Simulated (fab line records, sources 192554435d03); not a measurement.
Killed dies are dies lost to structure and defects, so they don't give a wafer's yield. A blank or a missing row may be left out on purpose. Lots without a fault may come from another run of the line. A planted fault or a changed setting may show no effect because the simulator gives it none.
A struck lot beside a sound one | flow n5_finfet | 42 steps out of a route of 1938
Sound: wafers L458.1, L458.4, L458.6. Struck: wafers L462.1, L462.2, L462.5. The cause comes at the end.
At each step with rows: each side's tool, then ch and its chambers, then its first start. Under that, the readings that differ: sound wafers | struck wafers | difference of the means | sigmas: that difference in standard deviations of wafers without a fault.
alike: readings whose means differ by less than 2 such deviations, and words and numbers that are the same on both sides. not compared: withheld readings, readings that some wafer has no value for, bounds like >300 that may hide the same value, and numbers for which the record gives no deviation and whose values overlap.
The two part at a step that has a row with sigmas, a row that says differs or no value, or rows on one side only. Numbers that don't overlap but have no deviation are shown without sigmas and don't part them. A reading that every wafer of one side lacks parts them only if that side has two wafers or more.

first, 2 steps without rows for these wafers: N5_MOL_CONTACT_COAG_DESCUM_13 (chemistry O2, time 7 s); N5_MOL_CONTACT_COAG_ETCH_59 (etches underlayer in N2/H2, target depth 13 nm, time 10.4 s).
N5_MOL_CONTACT_COAG_ETCH_105: etches SiARC in CF4, target depth 15.6 nm, time 26 s.
  sound on rie_diel-03 ch 0,2,3, day 8 08:02; struck on rie_diel-05 ch 1,3, day 9 04:43
  alike: cf4_flow_sccm, drypump_motor_current_A, etch_rf_on_time_s, oes_product_au, rf_vpp_V, showerhead_plenum_p_Torr, throttle_valve_pct
  not compared: rf_hours_counter_h
then, 8 steps without rows for these wafers: N5_MOL_CONTACT_COAG_ETCH_106 (etches SOC in N2/H2, target depth 80 nm, overetch 16 nm, time 120 s); N5_MOL_CONTACT_COAG_STRIP_107 (strips in N2/H2); N5_MOL_CONTACT_COAG_STRIP_108 (strips in N2/H2); N5_MOL_CONTACT_COAG_CONTACT_ETCH_14 (etches SiO2 in C4F6/O2, target depth 27.5 nm, overetch 8.5 nm, time 20 s); N5_MOL_CONTACT_COAG_STRIP_109 (strips in C4F6/O2); N5_MOL_CONTACT_COAG_ETCH_15 (etches SiNx in CH3F/O2, stops on Si:P, target depth 7 nm); N5_MOL_CONTACT_COAG_ETCH_110 (etches Si in CF4/O2, target depth 2.5 nm, time 8 s); N5_MOL_CONTACT_COAG_STRIP_98 (strips in N2/H2).
N5_MOL_CONTACT_COAG_CD_MEAS_99: target cd 17.2 nm.
  sound on cd_sem-03, day 8 08:23; struck on cd_sem-03, day 9 05:04
  alike: cd_nm
N5_MOL_CONTACT_COAG_IMPLANT_129:
  sound on implanter-01 ch 0, day 8 08:25; struck on implanter-02, day 9 05:06
  no value came back on the struck wafers for beam_energy_keV, beam_on_s (s); on the sound wafers beam_energy_keV reads 3.0002 2.9997 2.9992
then, 2 steps without rows for these wafers: N5_MOL_CONTACT_COAG_PRECLEAN_111 (cleans in NF3:NH3, afs cycles 1, time 20 s, sublimation time 60 s); N5_MOL_CONTACT_COAG_TI_SIL_19 (material Ti, target thk 4.2 nm, time 15 s).
N5_MOL_CONTACT_COAG_ALD_20: deposits TiN, target thk 1.5 nm, pulse time 1 s, purge time 3 s.
  sound on ald_metal-03 ch 1,2, day 8 09:00; struck on ald_metal-02 ch 0,2,3, day 9 05:55
  alike: chamber_pressure_Torr, heater_power_w, precursor_pulse_height_rel
N5_MOL_CONTACT_COAG_SIL_ANNEAL_21: time 60 s.
  sound on rtp_anneal-01 ch 0, day 8 09:22; struck on rtp_anneal-01 ch 0, day 9 06:26
  alike: lamp_power_pct, lamp_zone_5_pct, lamp_zone_7_pct, wafer_temp_C_max
then, 8 steps without rows for these wafers: N5_MOL_CONTACT_COAG_PRE_CLEAN_141 (time 60 s); N5_MOL_CONTACT_COAG_SPUTTER_143 (material Co, target thk 2.5 nm); N5_MOL_CONTACT_COAG_CO_FILL_22 (material Co, precursor CCTBA/H2, target thk 20 nm); N5_MOL_CONTACT_COAG_ANNEAL_113 (time 300 s); N5_MOL_CONTACT_COAG_PRE_CLEAN_142 (time 60 s); N5_MOL_CONTACT_COAG_SPUTTER_130 (material Co, target thk 47.5 nm); N5_MOL_CONTACT_COAG_PRECLEAN_125 (cleans in DIW, time 57.5 s); N5_MOL_CONTACT_COAG_SRD_126 (dry time 32 s).
N5_MOL_CONTACT_COAG_CMP_23: polishes, stops on SiO2, t overpolish 1.5 s, target thk 0 nm.
  sound on cmp-04 ch 0,2, day 8 14:10; struck on cmp-02 ch 0,1,3, day 9 09:54
  alike: motor_current_A, overpolish_run_s, retaining_ring_pressure_frac, time_to_endpoint_s
then, 4 steps without rows for these wafers: N5_MOL_CONTACT_COAG_WET_ETCH_26 (target Co, target depth 13 nm); N5_MOL_CONTACT_COAG_WET_ETCH_116 (etches the open film in SC1-inhibited, target depth 4.6 nm, rinse time 30 s); N5_MOL_CONTACT_COAG_ALD_27 (deposits SiOC, target thk 17 nm, pulse time 1.5 s, time 2720 s); N5_MOL_CONTACT_COAG_CMP_28 (polishes, stops on SiNx, t overpolish 0.85 s, target thk 14.522 nm).
N5_MOL_CONTACT_COAG_THK_MEAS_29:
  sound on film_metro-01, day 8 16:48; struck on film_metro-01, day 9 13:10
  alike: MD_CAP_THK
N5_MOL_CONTACT_COAG_ALD_123: deposits SiNx, target thk 5 nm, pulse time 1 s, purge time 2 s.
  sound on ald_sin-02 ch 0,2, day 8 16:50; struck on ald_sin-02 ch 0,2,3, day 9 13:28
  alike: chamber_pressure_Torr, heater_power_w, precursor_pulse_height_rel
then, 8 steps without rows for these wafers: N5_MOL_CONTACT_COAG_PECVD_31 (deposits SiO2 from TEOS/O2, target thk 46 nm, time 8.9 s); N5_MOL_CONTACT_COAG_COAT_75 (time 60 s, resist thk 60 nm); N5_MOL_CONTACT_COAG_COAT_76 (time 60 s, resist thk 10 nm); N5_MOL_CONTACT_COAG_COAT_77 (time 60 s, resist thk 10 nm); N5_MOL_CONTACT_COAG_COAT_78 (resist thk 40 nm); N5_MOL_CONTACT_COAG_EBR_80; N5_MOL_CONTACT_COAG_SOFTBAKE_79 (time 60 s); N5_MOL_CONTACT_COAG_EXPOSE_81 (exposes mask VG, defocus 0 nm).
-- the record jumps here: 3 days lie between the struck wafers' starts before and after (it left off in module MOL_CONTACT_COAG and takes up again in module BEOL_M4, whose first step shown is number 1111 of the route) --
N5_BEOL_M4_RC_MEAS_101:
  sound on prober-02 ch 0, day 12 10:39; struck on prober-01 ch 0, day 12 22:47
  reading             | sound          | struck      | difference | sigmas
  ION_N (uA/um)       | 690 680 682    | 665 652     | -26        | -2
  RC_DENSE_N (ohm.um) | 18.8 18.8 18.6 | 38.4 39.4   | +20.2      | +43
  RC_DENSE_P (ohm.um) | 23.7 23.4 23.1 | 47.3 48.6   | +24.6      | +46
  RC_N (ohm.um)       | 15.4 15.3 15.2 | 31.2 31.7   | +16.1      | +42
  RC_P (ohm.um)       | 19.1 19.0 18.8 | 39.2 39.5   | +20.4      | +47
  REXT_N (ohm.um)     | 72.4 71.9 72.3 | 89.9 91.2   | +18.4      | +10
  REXT_P (ohm.um)     | 97.6 99.7 98.7 | 117.7 118.4 | +19.4      | +7
  alike: DIBL_N, DIBL_P, IOFF_N, IOFF_P, ION_P, SS_N, SS_P, VT_N, VT_P
N5_PASSIVATION_PROBE_49:
  the record has rows for the sound wafers here (prober-01, day 16 22:18) and none for the struck ones

WHERE THEY PART
First at N5_MOL_CONTACT_COAG_IMPLANT_129; last, within this record, at N5_PASSIVATION_PROBE_49.

WHY: what the simulator had put in
Skipped step whole: implanter-02, from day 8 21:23 on, at N5_MOL_CONTACT_COAG_IMPLANT_129. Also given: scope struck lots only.
